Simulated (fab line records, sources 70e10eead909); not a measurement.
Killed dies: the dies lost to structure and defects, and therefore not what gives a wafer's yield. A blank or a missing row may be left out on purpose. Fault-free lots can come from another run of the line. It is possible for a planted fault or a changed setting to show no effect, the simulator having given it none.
Matching of chambers / flow nandHarc / NHARC_P_BONDPAD_ACTIVATE_29 on rieDiel-01: 4 sister chambers
The step chemistry N2, time 60 s. 24 wafers are shown with their chamber, then 12 later ones without.

WAFERS WITH THEIR CHAMBER
wafer=L179.2; chamber=2; drypumpMotorCurrentA (A)=4.9; showerheadPlenumPTorr (Torr)=1.88; oesProductAu (a.u.)=0.980
wafer=L179.3; chamber=3; drypumpMotorCurrentA (A)=6.7; showerheadPlenumPTorr (Torr)=1.81; oesProductAu (a.u.)=0.999
wafer=L179.4; chamber=0; drypumpMotorCurrentA (A)=6.5; showerheadPlenumPTorr (Torr)=1.82; oesProductAu (a.u.)=0.987
wafer=L180.1; chamber=3; drypumpMotorCurrentA (A)=6.6; showerheadPlenumPTorr (Torr)=1.81; oesProductAu (a.u.)=1.000
wafer=L180.2; chamber=1; drypumpMotorCurrentA (A)=5.8; showerheadPlenumPTorr (Torr)=1.86; oesProductAu (a.u.)=1.002
wafer=L180.3; chamber=2; drypumpMotorCurrentA (A)=4.9; showerheadPlenumPTorr (Torr)=1.88; oesProductAu (a.u.)=0.996
wafer=L182.1; chamber=3; drypumpMotorCurrentA (A)=6.6; showerheadPlenumPTorr (Torr)=1.81; oesProductAu (a.u.)=0.997
wafer=L182.2; chamber=2; drypumpMotorCurrentA (A)=4.9; showerheadPlenumPTorr (Torr)=1.88; oesProductAu (a.u.)=1.001
wafer=L182.6; chamber=0; drypumpMotorCurrentA (A)=6.5; showerheadPlenumPTorr (Torr)=1.82; oesProductAu (a.u.)=1.006
wafer=L183.2; chamber=3; drypumpMotorCurrentA (A)=6.7; showerheadPlenumPTorr (Torr)=1.81; oesProductAu (a.u.)=1.006
wafer=L183.3; chamber=2; drypumpMotorCurrentA (A)=4.9; showerheadPlenumPTorr (Torr)=1.88; oesProductAu (a.u.)=0.997
wafer=L183.5; chamber=3; drypumpMotorCurrentA (A)=6.7; showerheadPlenumPTorr (Torr)=1.81; oesProductAu (a.u.)=1.006
wafer=L185.2; chamber=2; drypumpMotorCurrentA (A)=4.9; showerheadPlenumPTorr (Torr)=1.87; oesProductAu (a.u.)=0.995
wafer=L185.3; chamber=0; drypumpMotorCurrentA (A)=6.5; showerheadPlenumPTorr (Torr)=1.82; oesProductAu (a.u.)=0.992
wafer=L185.4; chamber=3; drypumpMotorCurrentA (A)=6.7; showerheadPlenumPTorr (Torr)=1.81; oesProductAu (a.u.)=0.996
wafer=L190.4; chamber=3; drypumpMotorCurrentA (A)=6.7; showerheadPlenumPTorr (Torr)=1.81; oesProductAu (a.u.)=0.994
wafer=L190.5; chamber=0; drypumpMotorCurrentA (A)=6.5; showerheadPlenumPTorr (Torr)=1.82; oesProductAu (a.u.)=1.006
wafer=L190.6; chamber=1; drypumpMotorCurrentA (A)=5.9; showerheadPlenumPTorr (Torr)=1.86; oesProductAu (a.u.)=1.005
wafer=L187.2; chamber=0; drypumpMotorCurrentA (A)=6.5; showerheadPlenumPTorr (Torr)=1.82; oesProductAu (a.u.)=1.001
wafer=L187.3; chamber=1; drypumpMotorCurrentA (A)=5.8; showerheadPlenumPTorr (Torr)=1.86; oesProductAu (a.u.)=1.002
wafer=L187.5; chamber=1; drypumpMotorCurrentA (A)=5.9; showerheadPlenumPTorr (Torr)=1.86; oesProductAu (a.u.)=1.000
wafer=L188.3; chamber=2; drypumpMotorCurrentA (A)=4.9; showerheadPlenumPTorr (Torr)=1.87; oesProductAu (a.u.)=0.990
wafer=L188.5; chamber=1; drypumpMotorCurrentA (A)=5.8; showerheadPlenumPTorr (Torr)=1.86; oesProductAu (a.u.)=1.000
wafer=L188.6; chamber=2; drypumpMotorCurrentA (A)=4.9; showerheadPlenumPTorr (Torr)=1.87; oesProductAu (a.u.)=0.988

SIGNATURES (averages over the wafers above)
reading=drypumpMotorCurrentA; chamber 0=6.500; chamber 1=5.840; chamber 2=4.900; chamber 3=6.671; scatter within a chamber=0.0363
reading=showerheadPlenumPTorr; chamber 0=1.8200; chamber 1=1.8600; chamber 2=1.8757; chamber 3=1.8100; scatter within a chamber=0.00293
reading=oesProductAu; chamber 0=0.99840; chamber 1=1.00180; chamber 2=0.99243; chamber 3=0.99971; scatter within a chamber=0.00607
Rule: distance of a wafer from a chamber = root of the sum over the readings of ((wafer's reading minus chamber's mean) / reading's scatter) squared. If the next closest chamber is less than 2 further off than the closest, the wafer can't be placed; otherwise it belongs to the closest. The scatter is the square root of a quotient: the sum, over the shown wafers, of each reading's squared deviation from its chamber's mean, divided by wafers minus chambers.

WAFERS WITH NO CHAMBER GIVEN
wafer=L193.2; drypumpMotorCurrentA (A)=4.9; showerheadPlenumPTorr (Torr)=1.87; oesProductAu (a.u.)=0.997
wafer=L193.5; drypumpMotorCurrentA (A)=6.6; showerheadPlenumPTorr (Torr)=1.81; oesProductAu (a.u.)=0.997
wafer=L193.6; drypumpMotorCurrentA (A)=4.9; showerheadPlenumPTorr (Torr)=1.87; oesProductAu (a.u.)=0.996
wafer=L196.2; drypumpMotorCurrentA (A)=5.9; showerheadPlenumPTorr (Torr)=1.86; oesProductAu (a.u.)=1.006
wafer=L196.3; drypumpMotorCurrentA (A)=6.5; showerheadPlenumPTorr (Torr)=1.82; oesProductAu (a.u.)=0.998
wafer=L196.6; drypumpMotorCurrentA (A)=6.7; showerheadPlenumPTorr (Torr)=1.81; oesProductAu (a.u.)=0.991
wafer=L195.3; drypumpMotorCurrentA (A)=4.9; showerheadPlenumPTorr (Torr)=1.87; oesProductAu (a.u.)=0.998
wafer=L195.5; drypumpMotorCurrentA (A)=6.6; showerheadPlenumPTorr (Torr)=1.81; oesProductAu (a.u.)=0.998
wafer=L195.6; drypumpMotorCurrentA (A)=6.5; showerheadPlenumPTorr (Torr)=1.82; oesProductAu (a.u.)=0.998
wafer=L198.2; drypumpMotorCurrentA (A)=4.9; showerheadPlenumPTorr (Torr)=1.87; oesProductAu (a.u.)=1.001
wafer=L198.3; drypumpMotorCurrentA (A)=5.8; showerheadPlenumPTorr (Torr)=1.86; oesProductAu (a.u.)=1.006
wafer=L198.6; drypumpMotorCurrentA (A)=5.9; showerheadPlenumPTorr (Torr)=1.86; oesProductAu (a.u.)=1.006

THE CHAMBER EACH PASSED THROUGH
wafer=L193.2; from the rows above=2; in truth=2
wafer=L193.5; from the rows above=3; in truth=3
wafer=L193.6; from the rows above=2; in truth=2
wafer=L196.2; from the rows above=1; in truth=1
wafer=L196.3; from the rows above=0; in truth=0
wafer=L196.6; from the rows above=3; in truth=3
wafer=L195.3; from the rows above=2; in truth=2
wafer=L195.5; from the rows above=3; in truth=3
wafer=L195.6; from the rows above=0; in truth=0
wafer=L198.2; from the rows above=2; in truth=2
wafer=L198.3; from the rows above=1; in truth=1
wafer=L198.6; from the rows above=1; in truth=1
Placed correctly: 12 of 12. From these rows, 0 cannot be placed. Placed wrongly: 0.
